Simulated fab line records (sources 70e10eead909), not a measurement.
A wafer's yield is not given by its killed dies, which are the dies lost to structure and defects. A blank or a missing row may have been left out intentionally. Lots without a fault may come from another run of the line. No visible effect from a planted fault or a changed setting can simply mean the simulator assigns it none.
A struck lot beside a sound one + flow nand_harc + 17 steps out of a route of 1159
Sound: these wafers, L934.3, L934.4, L934.5. Struck: wafers L939.1, L939.2. (L939.6 of the same lot was not struck and is left out.) The cause comes at the end.
Per side, at each step with rows, come the tool, then ch with its chambers, and then its first start. Under that, the readings that differ: sound wafers + struck wafers + difference of the means + sigmas: that difference in standard deviations of wafers without a fault.
alike: a reading whose means differ by less than 2 such deviations, as well as words and numbers matching on both sides. not compared: withheld readings; readings where some wafer has no value; bounds like >300 that might hide an equal value; numbers whose values overlap and for which the record gives no deviation.
Wherever a step has rows on one side only, a row that says differs or no value, or a row with sigmas, the two part there. Non-overlapping numbers with no deviation appear without sigmas and do not part them. A reading that every wafer of one side lacks parts them only if that side has two wafers or more.

NHARC_A_SGD_CUT_CD_MEAS_09 targets a cd of 100 nm.
  sound on cd_sem-01 ch 0, day 14 00:59; struck on cd_sem-02 ch 0, day 15 04:54
  alike: cd_nm
NHARC_A_SGD_CUT_OVL_MEAS_10:
  struck on overlay-01, day 15 04:59; sound on overlay-02, day 14 01:04
| reading           | sound       | struck    | difference | sigmas |
|-------------------|-------------|-----------|------------|--------|
| overlay_x_nm (nm) | 1.5 1.6 1.5 | -0.8 -0.9 | -2.4       | -3     |
  alike: overlay_y_nm
NHARC_A_SGD_CUT_INSPECT_11:
  struck on defect_inspect-01, day 15 05:01; sound on defect_inspect-01, day 14 01:07
  alike: raw_defect_count
NHARC_A_SGD_CUT_DESCUM_14: chemistry O2, time 3 s.
  sound on rie_diel-10 ch 0,1,2, day 14 01:11; struck on rie_diel-11 ch 1,3, day 15 05:05
  alike: drypump_motor_current_A, oes_product_au, rf_vpp_V, showerhead_plenum_p_Torr, throttle_valve_pct
  not compared: rf_hours_counter_h
NHARC_A_SGD_CUT_ETCH_58: etches the open film in CF4, target depth 39 nm, time 65 s.
  sound on rie_diel-10 ch 1,2,3, day 14 01:16; struck on rie_diel-11 ch 0,3, day 15 05:10
| reading                         | sound          | struck    | difference | sigmas |
|---------------------------------|----------------|-----------|------------|--------|
| showerhead_plenum_p_Torr (Torr) | 1.84 1.88 1.89 | 1.68 1.67 | -0.20      | -2     |
  alike: cf4_flow_sccm, drypump_motor_current_A, oes_product_au, rf_vpp_V, throttle_valve_pct
  not compared: rf_hours_counter_h
then, 2 steps without rows for these wafers: NHARC_A_SGD_CUT_ETCH_59 (etches the open film in N2/H2, target depth 260 nm, time 406.25 s); NHARC_A_SGD_CUT_ETCH_15 (etches the open film in CH3F/O2, target depth 75 nm, time 64.3 s).
NHARC_A_SGD_CUT_ETCH_16: etches the open film in C4F8/O2/Ar, target depth 310.5 nm, time 155.2 s.
  sound on rie_diel-10 ch 0,1,3; struck on rie_diel-11 ch 1,3
  alike: oes_product_au, rf_vpp_V
  not compared: rf_hours_counter_h
then, 1 step without rows for these wafers: NHARC_A_SGD_CUT_STRIP_60 (strips in C4F8/O2/Ar).
NHARC_A_SGD_CUT_STRIP_17: strips in O2.
  sound on rie_diel-10 ch 0,1; struck on rie_diel-11 ch 0,1
  alike: drypump_motor_current_A, oes_product_au, rf_vpp_V, showerhead_plenum_p_Torr, throttle_valve_pct
  not compared: rf_hours_counter_h
then, 2 steps without rows for these wafers: NHARC_A_SGD_CUT_PRECLEAN_18 (cleans in SC1); NHARC_A_SGD_CUT_SRD_19.
NHARC_A_SGD_CUT_DEP_20: deposits SiO2, target thk 150 nm.
  sound on fcvd-02 ch 0,1, day 14 02:20; struck on fcvd-02 ch 0,1, day 15 06:12
then, 1 step without rows for these wafers: NHARC_A_SGD_CUT_ANNEAL_27 (time 1800 s).
NHARC_A_SGD_CUT_CMP_21: polishes, target thk 148.19 nm.
  sound on cmp-03 ch 1,2, day 14 07:24; struck on cmp-02 ch 1,3, day 15 10:32
  alike: motor_current_A, time_to_endpoint_s
NHARC_A_SGD_CUT_THK_MEAS_22: measures by ellipsometry.
  struck on film_metro-01, day 15 10:46; sound on film_metro-02, day 14 07:38
| reading     | sound             | struck      | difference | sigmas |
|-------------|-------------------|-------------|------------|--------|
| thk_nm (nm) | 149.1 150.0 149.2 | 138.1 135.1 | -12.8      | -9     |
next, for these wafers, 1 step has no rows: NHARC_A_SGD_CUT_SRD_23.

== WHERE THEY PART ==
First at NHARC_A_SGD_CUT_OVL_MEAS_10; last, within this record, at NHARC_A_SGD_CUT_THK_MEAS_22.

WHY: the cause the simulator had injected
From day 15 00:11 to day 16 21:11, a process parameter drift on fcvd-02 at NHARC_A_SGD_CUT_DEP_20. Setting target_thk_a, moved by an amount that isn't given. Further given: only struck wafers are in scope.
